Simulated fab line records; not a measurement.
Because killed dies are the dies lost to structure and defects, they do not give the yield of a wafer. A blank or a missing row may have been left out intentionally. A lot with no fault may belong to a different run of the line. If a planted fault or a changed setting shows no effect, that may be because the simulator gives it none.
Matching of chambers || flow n5 finfet || 4 sister chambers for N5_BEOL_M11_ETCH_65 on rie diel-05
The step etches SiARC in CF4, target depth 39 nm, time 65 s. 4 wafers are shown with their chamber, then 10 later ones without.

== WAFERS WITH THEIR CHAMBER ==
{"wafer": "L085.3", "chamber": 1, "showerhead plenum p Torr (Torr)": 2.10}
{"wafer": "L085.6", "chamber": 0, "showerhead plenum p Torr (Torr)": 2.14}
{"wafer": "L087.2", "chamber": 2, "showerhead plenum p Torr (Torr)": 2.15}
{"wafer": "L087.3", "chamber": 3, "showerhead plenum p Torr (Torr)": 2.21}

== WAFERS WHOSE CHAMBER IS MISSING ==
{"wafer": "L087.4", "showerhead plenum p Torr (Torr)": 2.13}
{"wafer": "L090.3", "showerhead plenum p Torr (Torr)": 2.14}
{"wafer": "L090.4", "showerhead plenum p Torr (Torr)": 2.13}
{"wafer": "L090.5", "showerhead plenum p Torr (Torr)": 2.09}
{"wafer": "L095.1", "showerhead plenum p Torr (Torr)": 2.21}
{"wafer": "L095.2", "showerhead plenum p Torr (Torr)": 2.09}
{"wafer": "L095.3", "showerhead plenum p Torr (Torr)": 2.14}
{"wafer": "L096.2", "showerhead plenum p Torr (Torr)": 2.14}
{"wafer": "L096.3", "showerhead plenum p Torr (Torr)": 2.21}
{"wafer": "L096.4", "showerhead plenum p Torr (Torr)": 2.09}

== THE CHAMBER EACH PASSED THROUGH ==
{"wafer": "L087.4", "from the rows above": "can't be placed: 0 or 2", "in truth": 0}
{"wafer": "L090.3", "from the rows above": "can't be placed: 0 or 2", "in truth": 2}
{"wafer": "L090.4", "from the rows above": "can't be placed: 0 or 2", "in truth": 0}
{"wafer": "L090.5", "from the rows above": 1, "in truth": 1}
{"wafer": "L095.1", "from the rows above": 3, "in truth": 3}
{"wafer": "L095.2", "from the rows above": 1, "in truth": 1}
{"wafer": "L095.3", "from the rows above": "can't be placed: 0 or 2", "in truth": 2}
{"wafer": "L096.2", "from the rows above": "can't be placed: 0 or 2", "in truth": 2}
{"wafer": "L096.3", "from the rows above": 3, "in truth": 3}
{"wafer": "L096.4", "from the rows above": 1, "in truth": 1}
5 of 10 placed correctly. Unplaceable from these rows: 5, with the true chamber sitting among the candidates in 5. 0 placed wrongly.
How it was worked out, from the rows above alone: a wafer's distance from a chamber is the root of the sum, over the readings, of the square of ((its reading less the chamber's mean) divided by the reading's scatter). If the next closest chamber is less than 2 further off than the closest, the wafer can't be placed; otherwise it belongs to the closest. A chamber's mean is the mean of its shown wafers. The scatter: root of mean squared gap, hidden wafer to nearest shown wafer, with one shown wafer a chamber.
